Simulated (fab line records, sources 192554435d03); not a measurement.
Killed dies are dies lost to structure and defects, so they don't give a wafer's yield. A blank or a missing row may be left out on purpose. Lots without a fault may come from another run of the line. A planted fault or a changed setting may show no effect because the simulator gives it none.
A struck lot beside a sound one | flow n5_finfet | 29 steps out of a route of 1938
Sound: wafers L220.1, L220.3, L220.5. Struck: wafers L222.1, L222.3, L222.4. The cause comes at the end.
At each step with rows: each side's tool, then ch and its chambers, then its first start. Under that, the readings that differ: sound wafers | struck wafers | difference of the means | sigmas: that difference in standard deviations of wafers without a fault.
alike: readings whose means differ by less than 2 such deviations, and words and numbers that are the same on both sides. not compared: withheld readings, readings that some wafer has no value for, bounds like >300 that may hide the same value, and numbers for which the record gives no deviation and whose values overlap.
The two part at a step that has a row with sigmas, a row that says differs or no value, or rows on one side only. Numbers that don't overlap but have no deviation are shown without sigmas and don't part them. A reading that every wafer of one side lacks parts them only if that side has two wafers or more.

first, 10 steps without rows for these wafers: N5_MOL_CONTACT_COAG_DESCUM_88 (chemistry O2, time 7 s); N5_MOL_CONTACT_COAG_ETCH_89 (etches underlayer in N2/H2, target depth 13 nm, time 10.4 s); N5_MOL_CONTACT_COAG_ETCH_90 (etches SiARC in CF4, target depth 13 nm, time 21.7 s); N5_MOL_CONTACT_COAG_ALD_131 (deposits SiO2, target thk 5 nm, pulse time 1 s, co reactant pulse time 1 s); N5_MOL_CONTACT_COAG_ETCHBACK_132 (etches SiO2 in CHF3, target depth 10 nm, time 6.7 s); N5_MOL_CONTACT_COAG_ETCH_91 (etches SOC in N2/H2, target depth 60 nm, overetch 21 nm, time 101.2 s); N5_MOL_CONTACT_COAG_STRIP_92 (strips in N2/H2); N5_MOL_CONTACT_COAG_STRIP_93 (strips in N2/H2); N5_MOL_CONTACT_COAG_ETCHBACK_135 (etches SiO2 in CHF3, target depth 25 nm, time 16.7 s); N5_MOL_CONTACT_COAG_STRIP_118 (strips in CHF3).
N5_MOL_CONTACT_COAG_VIA_ETCH_46: etches SiO2 in C4F6/O2, target depth 46 nm, overetch 9.2 nm, time 40 s.
  sound on rie_diel-04 ch 0,2, day 8 00:29; struck on rie_diel-06 ch 0,1,3, day 8 08:49
  alike: C4F6_flow_sccm, drypump_motor_current_A, oes_product_au, rf_vpp_V, showerhead_plenum_p_Torr, throttle_valve_pct
  not compared: rf_hours_counter_h
then, 14 steps without rows for these wafers: N5_MOL_CONTACT_COAG_STRIP_96 (strips in N2/H2); N5_MOL_CONTACT_COAG_ETCH_47 (etches SiNx in CH3F/O2, stops on W, target depth 27 nm); N5_MOL_CONTACT_COAG_STRIP_119 (strips in N2/H2, time 30 s); N5_MOL_CONTACT_COAG_PRECLEAN_144 (cleans in alkaline clean, time 60 s); N5_MOL_CONTACT_COAG_SRD_145 (time 30 s); N5_MOL_CONTACT_COAG_COAT_62 (time 60 s, resist thk 60 nm); N5_MOL_CONTACT_COAG_COAT_63 (time 60 s, resist thk 10 nm); N5_MOL_CONTACT_COAG_COAT_64 (time 60 s, resist thk 10 nm); N5_MOL_CONTACT_COAG_COAT_34 (resist thk 40 nm); N5_MOL_CONTACT_COAG_EBR_36; N5_MOL_CONTACT_COAG_SOFTBAKE_35 (time 60 s); N5_MOL_CONTACT_COAG_EXPOSE_37 (exposes mask VD, defocus 0 nm); N5_MOL_CONTACT_COAG_PEB_38 (peb time 60 s); N5_MOL_CONTACT_COAG_DEVELOP_39 (develop time 30 s).
N5_MOL_CONTACT_COAG_INSPECT_42: inspects for defects (brightfield).
  sound on defect_inspect-01, day 8 01:22; struck on defect_inspect-02, day 8 09:41
  reading          | sound       | struck      | difference | sigmas
  raw_defect_count | 321 188 189 | 598 625 656 | +394       | +7
then, 1 step without rows for these wafers: N5_MOL_CONTACT_COAG_DESCUM_45 (chemistry O2, time 7 s).
-- the record jumps here: 3 days lie between the struck wafers' starts before and after (it left off in module MOL_CONTACT_COAG and takes up again in module BEOL_M4, whose first step shown is number 1111 of the route) --
N5_BEOL_M4_RC_MEAS_101:
  sound on prober-01 ch 0, day 10 17:53; struck on prober-01 ch 0, day 11 07:11
  reading       | sound       | struck      | difference | sigmas
  ION_P (uA/um) | 464 462 470 | 447 454 455 | -13        | -2
  alike: DIBL_N, DIBL_P, IOFF_N, IOFF_P, ION_N, SS_N, SS_P, VT_N, VT_P
-- the record jumps here: 4 days lie between the struck wafers' starts before and after (it left off in module BEOL_M4 and takes up again in module PASSIVATION, whose first step shown is number 1936 of the route) --
N5_PASSIVATION_PROBE_49:
  sound on prober-02, day 14 11:53; struck on prober-01, day 15 09:38
  reading                  | sound     | struck         | difference | sigmas
  defect_limited_yield (%) | 91.6 92.0 | 84.3 83.3 81.9 | -8.6       | -7
  killed_at_contacts       | 5 10      | 104 101 136    | +106       | +19
  killed_at_other          | 8 10      | 3 4 4          | -5         | -2
  killed_dies              | 99 94     | 185 197 213    | +102       | +7
  killed_on_rim            | 14 12     | 27 31 17       | +12        | +3
  sort_bin_5_function (%)  | 5.5 4.7   | 9.2 10.2 11.8  | +5.3       | +7
  sort_bin_6_memory (%)    | 2.6 2.8   | 4.3 3.9 4.3    | +1.5       | +2
  sort_n_pass              | 1081 1086 | 995 983 967    | -102       | -7
  sort_yield_pct (%)       | 91.6 92.0 | 84.3 83.3 81.9 | -8.6       | -7
  alike: killed_at_M0_to_M3, killed_at_M4_up, killed_at_front_end, killed_open, killed_short

WHERE THEY PART
First at N5_MOL_CONTACT_COAG_INSPECT_42; last, within this record, at N5_PASSIVATION_PROBE_49.

WHY: what the simulator had put in
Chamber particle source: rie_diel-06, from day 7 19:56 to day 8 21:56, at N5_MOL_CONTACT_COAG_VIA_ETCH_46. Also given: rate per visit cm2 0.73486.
